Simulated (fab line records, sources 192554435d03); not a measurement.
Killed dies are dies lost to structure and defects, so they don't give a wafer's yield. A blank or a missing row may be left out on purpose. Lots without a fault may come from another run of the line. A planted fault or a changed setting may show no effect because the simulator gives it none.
Which tool did it? | flow n5_finfet | 10 lots, 28 wafers sampled, at 2 steps of a route of 1938

WHAT THE GAUGES READ, wafer by wafer
N5_BEOL_M14_THK_MEAS_50: measures by xrf. Usual: M14_THK 567 nm, standard deviation 16.
lot  | measured     | on            | M14_THK (nm) | flag
L519 | day 12 05:27 | film_metro-01 | 554 584 541  |
L527 | day 13 23:33 | film_metro-02 | 582 586      |
L529 | day 14 11:00 | film_metro-01 | 588 584 585  |
L530 | day 14 18:04 | film_metro-01 | 593 565      |
L532 | day 14 18:48 | film_metro-02 | 577 586 573  |
L534 | day 15 13:02 | film_metro-01 | 577 573 552  |
L533 | day 15 18:55 | film_metro-01 | 560 582 583  |
L536 | day 16 16:40 | film_metro-01 | 588 567 570  |
L537 | day 17 17:47 | film_metro-01 | 578 578 584  |
L540 | day 18 01:36 | film_metro-02 | 532 546 539  |

WHICH TOOL RAN EACH LOT (tool, then ch and the chambers of the sampled wafers, then the start)
lot  | N5_BEOL_M14_STRIP_37
L519 | rie_diel-05 ch 0,1,2, day 12 03:40
L527 | rie_diel-05 ch 1,2, day 13 22:05
L529 | rie_diel-06 ch 0,1, day 14 08:43
L530 | rie_diel-05 ch 0,1, day 14 16:13
L532 | rie_diel-06 ch 1,3, day 14 16:20
L534 | rie_diel-01 ch 0,2,3, day 15 03:05
L533 | rie_diel-06 ch 0,1,3, day 15 16:14
L536 | rie_diel-05 ch 0,1, day 16 14:47
L537 | rie_diel-01 ch 0,2,3, day 17 16:05
L540 | rie_diel-06 ch 0,3, day 17 23:24
- N5_BEOL_M14_STRIP_37: strips in O2.

WHAT THE TOOLS THEMSELVES READ (means of the sampled wafers that have a number; where no wafer has one, the mark that the record gives instead)
N5_BEOL_M14_STRIP_37. Usual: drypump_motor_current_A 5.8 A, standard deviation 0.45; oes_product_au 0.82 a.u., standard deviation 0.1; rf_vpp_V 3.7 V, standard deviation 1; showerhead_plenum_p_Torr 2.11 Torr, standard deviation 0.11; throttle_valve_pct 16.64 %, standard deviation 0.26.
lot  | tool        | drypump_motor_current_A (A) | oes_product_au (a.u.) | rf_vpp_V (V) | showerhead_plenum_p_Torr (Torr) | throttle_valve_pct (%) | flag
L519 | rie_diel-05 | 5.8                         | 0.86                  | 3.8          | 2.12                            | 16.65                  |
L527 | rie_diel-05 | 6.0                         | 0.89                  | 3.4          | 2.23                            | 16.60                  |
L529 | rie_diel-06 | 5.8                         | 0.82                  | 4.3          | 2.09                            | 16.65                  |
L530 | rie_diel-05 | 5.9                         | 0.80                  | 2.6          | 2.06                            | 16.90                  |
L532 | rie_diel-06 | 5.8                         | 0.82                  | 4.0          | 2.09                            | 16.60                  |
L534 | rie_diel-01 | 5.7                         | 0.85                  | 3.8          | 2.10                            | 16.41                  |
L533 | rie_diel-06 | 5.8                         | 0.76                  | 4.3          | 2.13                            | 16.76                  |
L536 | rie_diel-05 | 6.2                         | 0.80                  | 4.0          | 2.11                            | 16.89                  |
L537 | rie_diel-01 | 5.7                         | 0.82                  | 3.1          | 2.09                            | 16.44                  |
L540 | rie_diel-06 | 5.8                         | 0.71                  | 3.3          | 2.17                            | 16.92                  |

THE ANSWER, worked out from the rows above alone
Rule: a lot is off if the mean of its wafers that have a number lies more than 3 standard deviations from the usual mean. A lot without any number at a reading at which 4 lots or more have one is off too. The other lots that the step has rows for count as sound. The gauges are gone through in route order, then the tools' own readings, and for those a lot's mean is taken as printed above. The first step at which some lot is off is used, and at that step the reading that is off furthest; a lot without a number counts as furthest.
No lot is off at any reading shown: from this, nothing can be told.

WHAT THE SIMULATOR HAD PUT IN
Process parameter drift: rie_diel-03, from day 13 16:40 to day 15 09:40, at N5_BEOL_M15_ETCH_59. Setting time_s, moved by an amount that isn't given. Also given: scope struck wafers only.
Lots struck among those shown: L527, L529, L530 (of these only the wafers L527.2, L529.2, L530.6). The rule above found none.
